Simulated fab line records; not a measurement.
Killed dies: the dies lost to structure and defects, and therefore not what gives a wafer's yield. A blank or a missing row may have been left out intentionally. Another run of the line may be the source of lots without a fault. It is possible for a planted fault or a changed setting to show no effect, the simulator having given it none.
Which tool is to blame? :: flow nand-harc :: Sampling: 14 lots, 42 wafers, 5 of 1159 route steps

== WHAT EACH GAUGE READ, for each wafer ==
NHARC_END_SORT_01.
lot: L468
measured: day 22 09:58
on: prober-02
killed-at-array: 33 38 32
killed-at-other: 0 0 0
killed-at-periphery: 4 3 6
killed-dies: 37 41 38
killed-open: 3 3 6
killed-short: 1 3 3

lot: L470
measured: day 23 00:46
on: prober-01
killed-at-array: 16 14 17
killed-at-other: 0 0 0
killed-at-periphery: 5 3 4
killed-dies: 21 17 21
killed-open: 2 2 8
killed-short: 7 3 1

lot: L469
measured: day 22 17:03
on: prober-01
killed-at-array: 23 35 31
killed-at-other: 1 0 0
killed-at-periphery: 2 2 2
killed-dies: 26 37 33
killed-open: 2 1 4
killed-short: 4 3 2

lot: L471
measured: day 23 16:25
on: prober-01
killed-at-array: 24 19 24
killed-at-other: 0 0 0
killed-at-periphery: 4 3 4
killed-dies: 28 22 28
killed-open: 1 6 1
killed-short: 2 0 1

lot: L472
measured: day 23 00:50
on: prober-02
killed-at-array: 22 10 12
killed-at-other: 0 0 1
killed-at-periphery: 4 4 6
killed-dies: 26 14 19
killed-open: 3 1 1
killed-short: 0 1 0

lot: L474
measured: day 23 08:41
on: prober-02
killed-at-array: 28 39 18
killed-at-other: 0 0 0
killed-at-periphery: 2 0 1
killed-dies: 30 39 19
killed-open: 3 5 1
killed-short: 3 1 0

lot: L473
measured: day 23 17:24
on: prober-02
killed-at-array: 12 21 14
killed-at-other: 1 0 0
killed-at-periphery: 2 2 1
killed-dies: 15 23 15
killed-open: 1 3 1
killed-short: 0 2 1

lot: L475
measured: day 24 00:25
on: prober-02
killed-at-array: 43 26 45
killed-at-other: 0 0 1
killed-at-periphery: 1 2 11
killed-dies: 44 28 57
killed-open: 6 2 3
killed-short: 0 1 2

lot: L477
measured: day 24 01:52
on: prober-01
killed-at-array: 32 26 22
killed-at-other: 0 0 0
killed-at-periphery: 4 2 6
killed-dies: 36 28 28
killed-open: 8 3 7
killed-short: 2 1 2

lot: L480
measured: day 24 08:00
on: prober-01
killed-at-array: 31 44 36
killed-at-other: 0 0 2
killed-at-periphery: 4 2 1
killed-dies: 35 46 39
killed-open: 1 2 1
killed-short: 0 0 1

lot: L481
measured: day 24 23:32
on: prober-01
killed-at-array: 37 28 649
killed-at-other: 1 0 1
killed-at-periphery: 3 2 2
killed-dies: 41 30 652
killed-open: 5 2 2
killed-short: 1 2 3

lot: L486
measured: day 25 18:58
on: prober-02
killed-at-array: 28 665 49
killed-at-other: 0 0 0
killed-at-periphery: 5 4 1
killed-dies: 33 669 50
killed-open: 3 5 2
killed-short: 2 0 3

lot: L489
measured: day 25 23:50
on: prober-01
killed-at-array: 17 17 19
killed-at-other: 0 0 1
killed-at-periphery: 3 1 3
killed-dies: 20 18 23
killed-open: 3 3 3
killed-short: 3 2 2

lot: L490
measured: day 26 06:52
on: prober-01
killed-at-array: 15 15 20
killed-at-other: 0 1 0
killed-at-periphery: 3 8 13
killed-dies: 18 24 33
killed-open: 4 3 3
killed-short: 0 3 7

== WHAT TOOL EACH LOT RAN ON (gives the tool, then ch and the chambers of the sampled wafers, and finally the start) ==
lot: L468
NHARC_A_CHANNEL_HOLE_D1_DEP_01: pecvd-01 ch 1,2, day 8 10:09
NHARC_A_M1_DEGAS_29: pvd-sputter-03, day 18 01:03
NHARC_A_M1_ANNEAL_31: rtp-anneal-02 ch 0, day 18 01:49
NHARC_THIN_TSV_ETCHBACK_48: rie-diel-10 ch 0,3, day 21 16:23

lot: L470
NHARC_A_CHANNEL_HOLE_D1_DEP_01: pecvd-03 ch 0,2, day 8 18:30
NHARC_A_M1_DEGAS_29: pvd-sputter-03, day 18 02:12
NHARC_A_M1_ANNEAL_31: rtp-anneal-01 ch 0, day 18 02:55
NHARC_THIN_TSV_ETCHBACK_48: rie-diel-10 ch 0,3, day 21 20:13

lot: L469
NHARC_A_CHANNEL_HOLE_D1_DEP_01: pecvd-04 ch 0,1, day 8 18:34
NHARC_A_M1_DEGAS_29: pvd-sputter-01, day 18 01:47
NHARC_A_M1_ANNEAL_31: rtp-anneal-02 ch 0, day 18 02:34
NHARC_THIN_TSV_ETCHBACK_48: rie-diel-09 ch 1,2,3, day 21 18:52

lot: L471
NHARC_A_CHANNEL_HOLE_D1_DEP_01: pecvd-03 ch 0,2, day 9 06:43
NHARC_A_M1_DEGAS_29: pvd-sputter-02, day 18 11:44
NHARC_A_M1_ANNEAL_31: rtp-anneal-02 ch 0, day 18 12:27
NHARC_THIN_TSV_ETCHBACK_48: rie-diel-12 ch 2,3, day 21 22:46

lot: L472
NHARC_A_CHANNEL_HOLE_D1_DEP_01: pecvd-03 ch 0,1,2, day 9 09:41
NHARC_A_M1_DEGAS_29: pvd-sputter-01, day 18 11:03
NHARC_A_M1_ANNEAL_31: rtp-anneal-01 ch 0, day 18 11:47
NHARC_THIN_TSV_ETCHBACK_48: rie-diel-10 ch 2,3, day 21 21:20

lot: L474
NHARC_A_CHANNEL_HOLE_D1_DEP_01: pecvd-04 ch 1,2, day 9 18:38
NHARC_A_M1_DEGAS_29: pvd-sputter-03, day 19 14:31
NHARC_A_M1_ANNEAL_31: rtp-anneal-01 ch 0, day 19 15:16
NHARC_THIN_TSV_ETCHBACK_48: rie-diel-10 ch 0,1,2, day 21 23:38

lot: L473
NHARC_A_CHANNEL_HOLE_D1_DEP_01: pecvd-01 ch 0,1,2, day 9 18:52
NHARC_A_M1_DEGAS_29: pvd-sputter-02, day 19 15:21
NHARC_A_M1_ANNEAL_31: rtp-anneal-01 ch 0, day 19 16:10
NHARC_THIN_TSV_ETCHBACK_48: rie-diel-12 ch 0,1,3, day 22 01:10

lot: L475
NHARC_A_CHANNEL_HOLE_D1_DEP_01: pecvd-03 ch 0,1,2, day 10 15:27
NHARC_A_M1_DEGAS_29: pvd-sputter-03, day 20 14:38
NHARC_A_M1_ANNEAL_31: rtp-anneal-01 ch 0, day 20 15:25
NHARC_THIN_TSV_ETCHBACK_48: rie-diel-12 ch 1,2,3, day 22 04:38

lot: L477
NHARC_A_CHANNEL_HOLE_D1_DEP_01: pecvd-04 ch 0,2, day 11 03:52
NHARC_A_M1_DEGAS_29: pvd-sputter-02, day 20 14:23
NHARC_A_M1_ANNEAL_31: rtp-anneal-02 ch 0, day 20 15:13
NHARC_THIN_TSV_ETCHBACK_48: rie-diel-09 ch 0,3, day 22 03:17

lot: L480
NHARC_A_CHANNEL_HOLE_D1_DEP_01: pecvd-03 ch 0,1,2, day 11 05:37
NHARC_A_M1_DEGAS_29: pvd-sputter-03, day 21 03:45
NHARC_A_M1_ANNEAL_31: rtp-anneal-01 ch 0, day 21 04:31
NHARC_THIN_TSV_ETCHBACK_48: rie-diel-09 ch 0,2,3, day 22 07:00

lot: L481
NHARC_A_CHANNEL_HOLE_D1_DEP_01: pecvd-04 ch 1,2, day 11 13:55
NHARC_A_M1_DEGAS_29: pvd-sputter-02, day 21 21:49
NHARC_A_M1_ANNEAL_31: rtp-anneal-01 ch 0, day 21 23:07
NHARC_THIN_TSV_ETCHBACK_48: rie-diel-09 ch 1,2, day 22 23:19

lot: L486
NHARC_A_CHANNEL_HOLE_D1_DEP_01: pecvd-04 ch 0,1,2, day 12 22:05
NHARC_A_M1_DEGAS_29: pvd-sputter-03, day 22 15:28
NHARC_A_M1_ANNEAL_31: rtp-anneal-02 ch 0, day 22 16:14
NHARC_THIN_TSV_ETCHBACK_48: rie-diel-09 ch 0,2, day 23 16:02

lot: L489
NHARC_A_CHANNEL_HOLE_D1_DEP_01: pecvd-01 ch 0,2, day 13 16:25
NHARC_A_M1_DEGAS_29: pvd-sputter-03, day 23 02:21
NHARC_A_M1_ANNEAL_31: rtp-anneal-02 ch 0, day 23 03:15
NHARC_THIN_TSV_ETCHBACK_48: rie-diel-10 ch 0,1,2, day 24 00:28

lot: L490
NHARC_A_CHANNEL_HOLE_D1_DEP_01: pecvd-03 ch 0,1,2, day 14 06:41
NHARC_A_M1_DEGAS_29: pvd-sputter-03, day 23 19:10
NHARC_A_M1_ANNEAL_31: rtp-anneal-01 ch 0, day 23 19:55
NHARC_THIN_TSV_ETCHBACK_48: rie-diel-09 ch 0,3, day 24 16:23
- NHARC_A_CHANNEL_HOLE_D1_DEP_01: deposits SiON, target thk 140 nm.
- NHARC_A_M1_DEGAS_29: time 60 s.
- NHARC_A_M1_ANNEAL_31: time 90 s.
- NHARC_THIN_TSV_ETCHBACK_48: etches the open film in C4F8/Ar, target depth 1028.5 nm, time 405.17 s.

== WHAT THE TOOLS THEMSELVES READ (means of the sampled wafers that have a number; where no wafer has one, the mark that the record gives instead) ==
NHARC_A_CHANNEL_HOLE_D1_DEP_01.
lot: L468
tool: pecvd-01
heater-power-w (W): 726

lot: L470
tool: pecvd-03
heater-power-w (W): 906

lot: L469
tool: pecvd-04
heater-power-w (W): 846

lot: L471
tool: pecvd-03
heater-power-w (W): 826

lot: L472
tool: pecvd-03
heater-power-w (W): 722

lot: L474
tool: pecvd-04
heater-power-w (W): 872

lot: L473
tool: pecvd-01
heater-power-w (W): 762

lot: L475
tool: pecvd-03
heater-power-w (W): 736

lot: L477
tool: pecvd-04
heater-power-w (W): 620

lot: L480
tool: pecvd-03
heater-power-w (W): 797

lot: L481
tool: pecvd-04
heater-power-w (W): 824

lot: L486
tool: pecvd-04
heater-power-w (W): 734

lot: L489
tool: pecvd-01
heater-power-w (W): 799

lot: L490
tool: pecvd-03
heater-power-w (W): 682

NHARC_A_M1_DEGAS_29.
lot: L468
tool: pvd-sputter-03
heater-power-w (W): 305

lot: L470
tool: pvd-sputter-03
heater-power-w (W): 313

lot: L469
tool: pvd-sputter-01
heater-power-w (W): 374

lot: L471
tool: pvd-sputter-02
heater-power-w (W): 333

lot: L472
tool: pvd-sputter-01
heater-power-w (W): 362

lot: L474
tool: pvd-sputter-03
heater-power-w (W): 339

lot: L473
tool: pvd-sputter-02
heater-power-w (W): 353

lot: L475
tool: pvd-sputter-03
heater-power-w (W): 318

lot: L477
tool: pvd-sputter-02
heater-power-w (W): 326

lot: L480
tool: pvd-sputter-03
heater-power-w (W): 343

lot: L481
tool: pvd-sputter-02
heater-power-w (W): 330

lot: L486
tool: pvd-sputter-03
heater-power-w (W): 309

lot: L489
tool: pvd-sputter-03
heater-power-w (W): 303

lot: L490
tool: pvd-sputter-03
heater-power-w (W): 315

NHARC_A_M1_ANNEAL_31.
lot: L468
tool: rtp-anneal-02
wafer_temp_C_max: 225.5

lot: L470
tool: rtp-anneal-01
wafer_temp_C_max: 226.3

lot: L469
tool: rtp-anneal-02
wafer_temp_C_max: 225.9

lot: L471
tool: rtp-anneal-02
wafer_temp_C_max: 225.8

lot: L472
tool: rtp-anneal-01
wafer_temp_C_max: 225.9

lot: L474
tool: rtp-anneal-01
wafer_temp_C_max: 226.0

lot: L473
tool: rtp-anneal-01
wafer_temp_C_max: 226.0

lot: L475
tool: rtp-anneal-01
wafer_temp_C_max: 226.2

lot: L477
tool: rtp-anneal-02
wafer_temp_C_max: 225.6

lot: L480
tool: rtp-anneal-01
wafer_temp_C_max: 226.0

lot: L481
tool: rtp-anneal-01
wafer_temp_C_max: 226.3

lot: L486
tool: rtp-anneal-02
wafer_temp_C_max: 225.9

lot: L489
tool: rtp-anneal-02
wafer_temp_C_max: 225.8

lot: L490
tool: rtp-anneal-01
wafer_temp_C_max: 226.0

NHARC_THIN_TSV_ETCHBACK_48.
lot: L468
tool: rie-diel-10
oes-product-au (a.u.): 0.92
rf-vpp-V (V): 546

lot: L470
tool: rie-diel-10
oes-product-au (a.u.): 0.93
rf-vpp-V (V): 549

lot: L469
tool: rie-diel-09
oes-product-au (a.u.): 1.01
rf-vpp-V (V): 548

lot: L471
tool: rie-diel-12
oes-product-au (a.u.): 0.91
rf-vpp-V (V): 545

lot: L472
tool: rie-diel-10
oes-product-au (a.u.): 0.92
rf-vpp-V (V): 548

lot: L474
tool: rie-diel-10
oes-product-au (a.u.): 1.01
rf-vpp-V (V): 549

lot: L473
tool: rie-diel-12
oes-product-au (a.u.): 0.92
rf-vpp-V (V): 545

lot: L475
tool: rie-diel-12
oes-product-au (a.u.): 0.91
rf-vpp-V (V): 547

lot: L477
tool: rie-diel-09
oes-product-au (a.u.): 0.93
rf-vpp-V (V): 549

lot: L480
tool: rie-diel-09
oes-product-au (a.u.): 0.97
rf-vpp-V (V): 547

lot: L481
tool: rie-diel-09
oes-product-au (a.u.): 0.92
rf-vpp-V (V): 548

lot: L486
tool: rie-diel-09
oes-product-au (a.u.): 0.95
rf-vpp-V (V): 546

lot: L489
tool: rie-diel-10
oes-product-au (a.u.): 0.99
rf-vpp-V (V): 548

lot: L490
tool: rie-diel-09
oes-product-au (a.u.): 0.98
rf-vpp-V (V): 550

== THE ANSWER, worked out from the rows above alone ==
Rule: the lots themselves supply what counts as usual. Put in order of their means at a reading, lots are off if they are a third of the lots or fewer, leave a main group of 4 or more, and stand apart from it by a gap of 3 or more times the standard deviation of the main group's means; of several such gaps the widest counts. Not used: any main group whose means are identical at the precision the tables above print for the reading. Also off: a lot with no number at a reading for which 4 or more lots have one. All remaining lots with rows at the step are treated as sound. First the gauges in route order, then the tools' own readings, where a lot's mean is used as printed above. At the first step where some lot is off, the reading lying furthest off is the one used; lots without a number count as furthest.
Off at NHARC_END_SORT_01 (killed-dies): L481, L486. The main group has a mean of 28 with a standard deviation of 8.3.
A tool fits if, at a process step before that reading, it ran every lot that is off, and no sound lot after the first of them. The gauges at NHARC_END_SORT_01 are tried like those tools. One fits: pecvd-04 at NHARC_A_CHANNEL_HOLE_D1_DEP_01. Its last sound lot is L477 (day 11 03:52), its first lot that is off L481 (day 11 13:55): a fault that began between those two fits.

== WHAT HAD BEEN PUT IN BY THE SIMULATOR ==
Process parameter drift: pecvd-04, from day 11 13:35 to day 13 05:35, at NHARC_A_CHANNEL_HOLE_D1_DEP_01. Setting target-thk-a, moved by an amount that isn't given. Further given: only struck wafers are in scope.
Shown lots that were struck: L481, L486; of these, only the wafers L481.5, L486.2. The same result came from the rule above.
